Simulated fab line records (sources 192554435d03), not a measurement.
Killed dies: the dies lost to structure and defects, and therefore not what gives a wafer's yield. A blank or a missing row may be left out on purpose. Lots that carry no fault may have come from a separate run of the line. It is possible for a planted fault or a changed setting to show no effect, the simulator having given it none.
Matching of chambers || flow n5-finfet || N5_MIM_BOT_ETCH_ETCH_04 on rie-diel-03 has 4 sister chambers
The step etches SiNx in CF4/O2, target depth 26 nm, time 13 s. 4 wafers are shown with their chamber, then 12 later ones without.

WAFERS PAIRED WITH THEIR CHAMBERS
{"wafer": "L087.6", "chamber": 0, "drypump-motor-current-A (A)": 5.9}
{"wafer": "L089.2", "chamber": 1, "drypump-motor-current-A (A)": 5.7}
{"wafer": "L089.4", "chamber": 2, "drypump-motor-current-A (A)": 5.0}
{"wafer": "L089.5", "chamber": 3, "drypump-motor-current-A (A)": 5.7}

WAFERS WITH NO CHAMBER GIVEN
{"wafer": "L090.2", "drypump-motor-current-A (A)": 5.7}
{"wafer": "L090.3", "drypump-motor-current-A (A)": 5.9}
{"wafer": "L090.6", "drypump-motor-current-A (A)": 5.0}
{"wafer": "L093.1", "drypump-motor-current-A (A)": 5.0}
{"wafer": "L093.2", "drypump-motor-current-A (A)": 5.9}
{"wafer": "L093.5", "drypump-motor-current-A (A)": 5.0}
{"wafer": "L096.1", "drypump-motor-current-A (A)": 5.9}
{"wafer": "L096.3", "drypump-motor-current-A (A)": 5.6}
{"wafer": "L096.4", "drypump-motor-current-A (A)": 5.9}
{"wafer": "L097.2", "drypump-motor-current-A (A)": 5.9}
{"wafer": "L097.4", "drypump-motor-current-A (A)": 5.9}
{"wafer": "L097.5", "drypump-motor-current-A (A)": 5.7}

WHICH CHAMBER EACH ONE RAN IN
{"wafer": "L090.2", "from the rows above": "can't be placed: 1 or 3", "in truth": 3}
{"wafer": "L090.3", "from the rows above": 0, "in truth": 0}
{"wafer": "L090.6", "from the rows above": 2, "in truth": 2}
{"wafer": "L093.1", "from the rows above": 2, "in truth": 2}
{"wafer": "L093.2", "from the rows above": 0, "in truth": 0}
{"wafer": "L093.5", "from the rows above": 2, "in truth": 2}
{"wafer": "L096.1", "from the rows above": 0, "in truth": 0}
{"wafer": "L096.3", "from the rows above": "can't be placed: 1 or 3", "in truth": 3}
{"wafer": "L096.4", "from the rows above": 0, "in truth": 0}
{"wafer": "L097.2", "from the rows above": 0, "in truth": 0}
{"wafer": "L097.4", "from the rows above": 0, "in truth": 0}
{"wafer": "L097.5", "from the rows above": "can't be placed: 1 or 3", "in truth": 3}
9 of 12 placed correctly. Can't be placed from these rows: 3 (the true chamber is among the candidates in 3). Wrongly placed: 0.
How it was worked out, from the rows above alone: a wafer's distance from a chamber is the root of the sum, over the readings, of the square of ((its reading less the chamber's mean) divided by the reading's scatter). If the next closest chamber is less than 2 further off than the closest, the wafer can't be placed; otherwise it belongs to the closest. A chamber's mean is the mean of its shown wafers. The scatter (one wafer shown for each chamber): square how far every hidden wafer sits from the nearest shown wafer, average those squares and take the square root.
